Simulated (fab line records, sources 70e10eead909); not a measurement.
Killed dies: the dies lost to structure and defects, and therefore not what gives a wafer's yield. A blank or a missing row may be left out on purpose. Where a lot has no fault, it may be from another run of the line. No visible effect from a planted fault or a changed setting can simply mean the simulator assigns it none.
What tool caused it? || flow nand harc || Sampling: 13 lots, 39 wafers, 3 of 1159 route steps

WHAT THE GAUGES READ, wafer by wafer
The record lacks any reading of a measuring or inspecting step that a usual standard deviation could be used to judge.

WHAT TOOL EACH LOT RAN ON (gives the tool, then ch and the chambers of the sampled wafers, and finally the start)
{"lot": "L666", "NHARC_A_M0_DEP_32": "pecvd-01 ch 0,1,2, day 17 23:16", "NHARC_A_M1_PVD_21": "pvd sputter-01, day 18 01:54", "NHARC_A_M1_ANNEAL_31": "rtp anneal-01 ch 0, day 18 02:27"}
{"lot": "L665", "NHARC_A_M0_DEP_32": "pecvd-03 ch 0,1,2, day 18 07:47", "NHARC_A_M1_PVD_21": "pvd sputter-02, day 18 10:26", "NHARC_A_M1_ANNEAL_31": "rtp anneal-02 ch 0, day 18 10:56"}
{"lot": "L671", "NHARC_A_M0_DEP_32": "pecvd-03 ch 1,2, day 20 00:18", "NHARC_A_M1_PVD_21": "pvd sputter-02, day 20 02:49", "NHARC_A_M1_ANNEAL_31": "rtp anneal-02 ch 0, day 20 03:19"}
{"lot": "L672", "NHARC_A_M0_DEP_32": "pecvd-02 ch 0,1, day 20 03:14", "NHARC_A_M1_PVD_21": "pvd sputter-01, day 20 05:47", "NHARC_A_M1_ANNEAL_31": "rtp anneal-01 ch 0, day 20 06:25"}
{"lot": "L675", "NHARC_A_M0_DEP_32": "pecvd-01 ch 0,2, day 20 08:35", "NHARC_A_M1_PVD_21": "pvd sputter-01, day 20 11:15", "NHARC_A_M1_ANNEAL_31": "rtp anneal-02 ch 0, day 20 11:46"}
{"lot": "L674", "NHARC_A_M0_DEP_32": "pecvd-03 ch 0,1, day 20 09:28", "NHARC_A_M1_PVD_21": "pvd sputter-02, day 20 12:14", "NHARC_A_M1_ANNEAL_31": "rtp anneal-02 ch 0, day 20 12:44"}
{"lot": "L673", "NHARC_A_M0_DEP_32": "pecvd-03 ch 0,1, day 21 16:52", "NHARC_A_M1_PVD_21": "pvd sputter-01, day 21 19:32", "NHARC_A_M1_ANNEAL_31": "rtp anneal-02 ch 0, day 21 20:04"}
{"lot": "L676", "NHARC_A_M0_DEP_32": "pecvd-02 ch 0,2, day 22 00:10", "NHARC_A_M1_PVD_21": "pvd sputter-02, day 22 02:39", "NHARC_A_M1_ANNEAL_31": "rtp anneal-02 ch 0, day 22 03:16"}
{"lot": "L678", "NHARC_A_M0_DEP_32": "pecvd-02 ch 0,1, day 22 08:22", "NHARC_A_M1_PVD_21": "pvd sputter-02, day 22 11:05", "NHARC_A_M1_ANNEAL_31": "rtp anneal-01 ch 0, day 22 11:37"}
{"lot": "L677", "NHARC_A_M0_DEP_32": "pecvd-01 ch 0,1,2, day 22 08:46", "NHARC_A_M1_PVD_21": "pvd sputter-03, day 22 11:23", "NHARC_A_M1_ANNEAL_31": "rtp anneal-02 ch 0, day 22 12:05"}
{"lot": "L682", "NHARC_A_M0_DEP_32": "pecvd-02 ch 1,2, day 23 08:58", "NHARC_A_M1_PVD_21": "pvd sputter-03, day 23 11:38", "NHARC_A_M1_ANNEAL_31": "rtp anneal-02 ch 0, day 23 12:08"}
{"lot": "L683", "NHARC_A_M0_DEP_32": "pecvd-01 ch 1,2, day 23 09:31", "NHARC_A_M1_PVD_21": "pvd sputter-01, day 23 12:13", "NHARC_A_M1_ANNEAL_31": "rtp anneal-02 ch 0, day 23 12:47"}
{"lot": "L684", "NHARC_A_M0_DEP_32": "pecvd-02 ch 0,1, day 23 16:31", "NHARC_A_M1_PVD_21": "pvd sputter-03, day 23 19:03", "NHARC_A_M1_ANNEAL_31": "rtp anneal-01 ch 0, day 23 19:34"}
- NHARC_A_M0_DEP_32: deposits SiCN, target thk 30 nm.
- NHARC_A_M1_PVD_21: deposits Cu, target thk 30 nm, time 20.49 s.
- NHARC_A_M1_ANNEAL_31: time 90 s.

AS READ BY THE TOOLS THEMSELVES (means over the sampled wafers that have a number; for cases with no such wafer, the mark the record gives instead)
NHARC_A_M0_DEP_32. Usual: heater power w at 593 W, with a standard deviation of 71.
{"lot": "L666", "tool": "pecvd-01", "heater power w (W)": 622, "flag": ""}
{"lot": "L665", "tool": "pecvd-03", "heater power w (W)": 558, "flag": ""}
{"lot": "L671", "tool": "pecvd-03", "heater power w (W)": 490, "flag": ""}
{"lot": "L672", "tool": "pecvd-02", "heater power w (W)": 578, "flag": ""}
{"lot": "L675", "tool": "pecvd-01", "heater power w (W)": 739, "flag": ""}
{"lot": "L674", "tool": "pecvd-03", "heater power w (W)": 550, "flag": ""}
{"lot": "L673", "tool": "pecvd-03", "heater power w (W)": 580, "flag": ""}
{"lot": "L676", "tool": "pecvd-02", "heater power w (W)": 591, "flag": ""}
{"lot": "L678", "tool": "pecvd-02", "heater power w (W)": 608, "flag": ""}
{"lot": "L677", "tool": "pecvd-01", "heater power w (W)": 658, "flag": ""}
{"lot": "L682", "tool": "pecvd-02", "heater power w (W)": 552, "flag": ""}
{"lot": "L683", "tool": "pecvd-01", "heater power w (W)": 579, "flag": ""}
{"lot": "L684", "tool": "pecvd-02", "heater power w (W)": 598, "flag": ""}

NHARC_A_M1_PVD_21. Usual: cathode dc power W 5000.0 W, standard deviation 0.94; chamber pressure pa 5.000 Pa, standard deviation 0.01; throttle valve pct 29.9 %, standard deviation 1.
{"lot": "L666", "tool": "pvd sputter-01", "cathode dc power W (W)": 5000.3, "chamber pressure pa (Pa)": 4.998, "throttle valve pct (%)": 30.8, "flag": ""}
{"lot": "L665", "tool": "pvd sputter-02", "cathode dc power W (W)": "-", "chamber pressure pa (Pa)": "-", "throttle valve pct (%)": "-", "flag": "OFF"}
{"lot": "L671", "tool": "pvd sputter-02", "cathode dc power W (W)": 5000.2, "chamber pressure pa (Pa)": 4.999, "throttle valve pct (%)": 29.1, "flag": ""}
{"lot": "L672", "tool": "pvd sputter-01", "cathode dc power W (W)": 4999.4, "chamber pressure pa (Pa)": 5.007, "throttle valve pct (%)": 30.1, "flag": ""}
{"lot": "L675", "tool": "pvd sputter-01", "cathode dc power W (W)": 5000.1, "chamber pressure pa (Pa)": 4.997, "throttle valve pct (%)": 30.3, "flag": ""}
{"lot": "L674", "tool": "pvd sputter-02", "cathode dc power W (W)": 4999.4, "chamber pressure pa (Pa)": 5.000, "throttle valve pct (%)": 29.1, "flag": ""}
{"lot": "L673", "tool": "pvd sputter-01", "cathode dc power W (W)": 5000.5, "chamber pressure pa (Pa)": 5.003, "throttle valve pct (%)": 30.3, "flag": ""}
{"lot": "L676", "tool": "pvd sputter-02", "cathode dc power W (W)": 4999.6, "chamber pressure pa (Pa)": 5.003, "throttle valve pct (%)": 28.6, "flag": ""}
{"lot": "L678", "tool": "pvd sputter-02", "cathode dc power W (W)": 5000.0, "chamber pressure pa (Pa)": 5.002, "throttle valve pct (%)": 29.4, "flag": ""}
{"lot": "L677", "tool": "pvd sputter-03", "cathode dc power W (W)": 4999.8, "chamber pressure pa (Pa)": 5.006, "throttle valve pct (%)": 30.9, "flag": ""}
{"lot": "L682", "tool": "pvd sputter-03", "cathode dc power W (W)": 4999.2, "chamber pressure pa (Pa)": 5.000, "throttle valve pct (%)": 30.1, "flag": ""}
{"lot": "L683", "tool": "pvd sputter-01", "cathode dc power W (W)": 5000.3, "chamber pressure pa (Pa)": 5.002, "throttle valve pct (%)": 29.9, "flag": ""}
{"lot": "L684", "tool": "pvd sputter-03", "cathode dc power W (W)": 5000.1, "chamber pressure pa (Pa)": 4.999, "throttle valve pct (%)": 30.3, "flag": ""}

NHARC_A_M1_ANNEAL_31. Usual: wafer_temp_C_max at 226.0, with a standard deviation of 0.33.
{"lot": "L666", "tool": "rtp anneal-01", "wafer_temp_C_max": 226.1, "flag": ""}
{"lot": "L665", "tool": "rtp anneal-02", "wafer_temp_C_max": 225.7, "flag": ""}
{"lot": "L671", "tool": "rtp anneal-02", "wafer_temp_C_max": 225.6, "flag": ""}
{"lot": "L672", "tool": "rtp anneal-01", "wafer_temp_C_max": 226.2, "flag": ""}
{"lot": "L675", "tool": "rtp anneal-02", "wafer_temp_C_max": 225.6, "flag": ""}
{"lot": "L674", "tool": "rtp anneal-02", "wafer_temp_C_max": 225.7, "flag": ""}
{"lot": "L673", "tool": "rtp anneal-02", "wafer_temp_C_max": 225.8, "flag": ""}
{"lot": "L676", "tool": "rtp anneal-02", "wafer_temp_C_max": 226.1, "flag": ""}
{"lot": "L678", "tool": "rtp anneal-01", "wafer_temp_C_max": 226.2, "flag": ""}
{"lot": "L677", "tool": "rtp anneal-02", "wafer_temp_C_max": 225.7, "flag": ""}
{"lot": "L682", "tool": "rtp anneal-02", "wafer_temp_C_max": 225.9, "flag": ""}
{"lot": "L683", "tool": "rtp anneal-02", "wafer_temp_C_max": 226.0, "flag": ""}
{"lot": "L684", "tool": "rtp anneal-01", "wafer_temp_C_max": 226.0, "flag": ""}

THE ANSWER, worked out from the rows above alone
Rule: take the mean of a lot's wafers that have a number; if it is more than 3 standard deviations from the usual mean, the lot is off. A lot without any number at a reading at which 4 lots or more have one is off too. All remaining lots with rows at the step are treated as sound. After the gauges, taken in route order, come the tools' own readings; for these a lot's mean is taken, as printed above. At the first step where some lot is off, the reading lying furthest off is the one used; lots without a number count as furthest.
Off at NHARC_A_M1_PVD_21 (cathode dc power W): L665. Without a number there: L665.
A tool fits if, at that step or a process step before it, it ran every lot that is off, and no sound lot after the first of them. No candidate that was tried fits.

WHAT WAS PUT IN BY THE SIMULATOR
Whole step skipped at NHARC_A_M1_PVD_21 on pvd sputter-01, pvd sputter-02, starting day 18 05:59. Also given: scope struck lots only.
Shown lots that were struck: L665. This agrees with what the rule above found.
